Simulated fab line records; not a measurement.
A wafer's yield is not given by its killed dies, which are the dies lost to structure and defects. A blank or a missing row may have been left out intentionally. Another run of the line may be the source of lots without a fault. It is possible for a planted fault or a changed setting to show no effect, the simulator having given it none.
Chamber matching || flow n5-finfet || rie-diel-02 running N5_BEOL_M1_ETCHBACK_99: 4 sister chambers
The step etches SiO2 in CHF3, target depth 5 nm, time 10.4 s. 4 wafers are shown with their chamber, then 8 later ones without.

WAFERS PAIRED WITH THEIR CHAMBERS
{"wafer": "L079.1", "chamber": 1, "showerhead-plenum-p-Torr (Torr)": 2.16}
{"wafer": "L082.3", "chamber": 3, "showerhead-plenum-p-Torr (Torr)": 2.30}
{"wafer": "L083.6", "chamber": 2, "showerhead-plenum-p-Torr (Torr)": 2.02}
{"wafer": "L085.1", "chamber": 0, "showerhead-plenum-p-Torr (Torr)": 2.10}

WAFERS WHOSE CHAMBER IS MISSING
{"wafer": "L085.2", "showerhead-plenum-p-Torr (Torr)": 2.16}
{"wafer": "L085.5", "showerhead-plenum-p-Torr (Torr)": 2.16}
{"wafer": "L092.1", "showerhead-plenum-p-Torr (Torr)": 2.10}
{"wafer": "L092.3", "showerhead-plenum-p-Torr (Torr)": 2.16}
{"wafer": "L092.4", "showerhead-plenum-p-Torr (Torr)": 2.01}
{"wafer": "L097.1", "showerhead-plenum-p-Torr (Torr)": 2.10}
{"wafer": "L097.5", "showerhead-plenum-p-Torr (Torr)": 2.01}
{"wafer": "L097.6", "showerhead-plenum-p-Torr (Torr)": 2.15}

WHICH CHAMBER EACH WENT THROUGH
{"wafer": "L085.2", "from the rows above": 1, "in truth": 1}
{"wafer": "L085.5", "from the rows above": 1, "in truth": 1}
{"wafer": "L092.1", "from the rows above": 0, "in truth": 0}
{"wafer": "L092.3", "from the rows above": 1, "in truth": 1}
{"wafer": "L092.4", "from the rows above": 2, "in truth": 2}
{"wafer": "L097.1", "from the rows above": 0, "in truth": 0}
{"wafer": "L097.5", "from the rows above": 2, "in truth": 2}
{"wafer": "L097.6", "from the rows above": 1, "in truth": 1}
8 of 8 placed correctly. Can't be placed from these rows: 0. Placed wrongly: 0.
How it was worked out, from the rows above alone: a wafer's distance from a chamber is the root of the sum, over the readings, of the square of ((its reading less the chamber's mean) divided by the reading's scatter). If the next closest chamber is less than 2 further off than the closest, the wafer can't be placed; otherwise it belongs to the closest. The mean given for a chamber averages the wafers shown for that chamber. The scatter: root of mean squared gap, hidden wafer to nearest shown wafer, with one shown wafer a chamber.
